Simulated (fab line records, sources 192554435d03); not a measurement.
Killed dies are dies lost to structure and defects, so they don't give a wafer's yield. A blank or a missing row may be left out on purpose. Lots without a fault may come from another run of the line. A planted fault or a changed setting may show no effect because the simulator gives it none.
Problem report in the 8D (eight disciplines) form, filled by code | flow n5_finfet | the parts of the form that need people (team, actions taken, sign-off) are left out

1. THE PROBLEM
cd_nm at N5_BEOL_M0_CUTY_CD_MEAS_57 reads a mean of 87.9 nm on 4 wafers of 3 lots; wafers without a fault read 200.0 nm with a standard deviation of 1. That is -99 or more standard deviations from the usual mean.
The step: target cd 200 nm.
First seen on wafer L776.6, day 9 22:05, on cd_sem-02. The record holds 24 wafers of 9 lots with a number at this step. Rule for "out", or "out of limits": more than 4 standard deviations from the usual mean. The other wafers with a number count as sound.

2. WHAT IT IS AND WHAT IT IS NOT
question                    | is                              | is not
which readings at this step | cd_nm                           | -
which lots                  | L776, L777, L779                | L761, L762, L763, L770, L780, L781
which wafers of those lots  | L776.6, L777.2, L777.6, L779.2  | L776.1, L779.1
read on which gauges        | cd_sem-01, cd_sem-02, cd_sem-03 | -
when                        | from day 9 22:05                | up to then (13 sound wafers); but 7 sound wafers of L779, L780, L781 came after

3. SUSPECTS, AND WHAT RULES EACH OUT
Counting: a tool at a process step up to the reading stays a suspect if it ran every lot that is out. Sound lots after the first of them don't rule it out here, since some wafers of a struck lot are sound.
- the gauge at N5_BEOL_M0_CUTY_CD_MEAS_57: ruled out. The wafers that are out were read on 3 gauges (cd_sem-01, cd_sem-02, cd_sem-03).
- arfi_scanner-01 at N5_BEOL_M0_CUTY_EXPOSE_54 (exposes mask M0 ABLK): kept. It ran every lot that is out, first L776 (day 9 21:58); its last sound lot up to then is L763 (day 6 21:00).
Left after counting: arfi_scanner-01 at N5_BEOL_M0_CUTY_EXPOSE_54.

4. THE CAUSE (what the simulator had put in)
Process parameter drift: arfi_scanner-01, from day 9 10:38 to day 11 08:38, at N5_BEOL_M0_CUTY_EXPOSE_54. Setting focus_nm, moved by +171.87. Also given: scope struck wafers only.
Counting left only this tool.

5. THE CHAIN OF EFFECTS, in route order
Each row: a reading whose mean over the struck wafers that have a number lies more than 3 standard deviations from the usual. Only readings for which the record gives a usual standard deviation are gone through. hours: the time from each lot's start at the first step in this table that gives one to its start at this step, as a median over the lots. sigmas: the change in usual standard deviations.
hours | step                       | reading              | usual    | on struck wafers | change | sigmas
0     | N5_BEOL_M0_CUTY_CD_MEAS_57 | cd_nm                | 200.0 nm | 87.9             | -112.1 | -99 or more
166   | N5_PASSIVATION_PROBE_49    | defect_limited_yield | 91.2 %   | 0.0              | -91.2  | -57
166   | N5_PASSIVATION_PROBE_49    | killed_at_M0_to_M3   | 34       | 1113             | +1079  | +98
166   | N5_PASSIVATION_PROBE_49    | killed_dies          | 104      | 1180             | +1076  | +57
166   | N5_PASSIVATION_PROBE_49    | killed_on_rim        | 14       | 152              | +138   | +33
166   | N5_PASSIVATION_PROBE_49    | sort_bin_5_function  | 5.3 %    | 96.1             | +90.8  | +83
166   | N5_PASSIVATION_PROBE_49    | sort_n_pass          | 1076     | 0                | -1076  | -57
166   | N5_PASSIVATION_PROBE_49    | sort_yield_pct       | 91.2 %   | 0.0              | -91.2  | -57
The process steps in it:
- N5_PASSIVATION_PROBE_49

6. WHAT WOULD HAVE CAUGHT IT SOONER
In this record the first reading out of limits at a measuring or inspecting step was taken at day 9 22:05, 11 hours after the fault began at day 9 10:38.
Of the lots that are out (3), L777, L779 began N5_BEOL_M0_CUTY_EXPOSE_54 on arfi_scanner-01 after day 9 22:05. A hold on the tool at that time would have spared those 2.
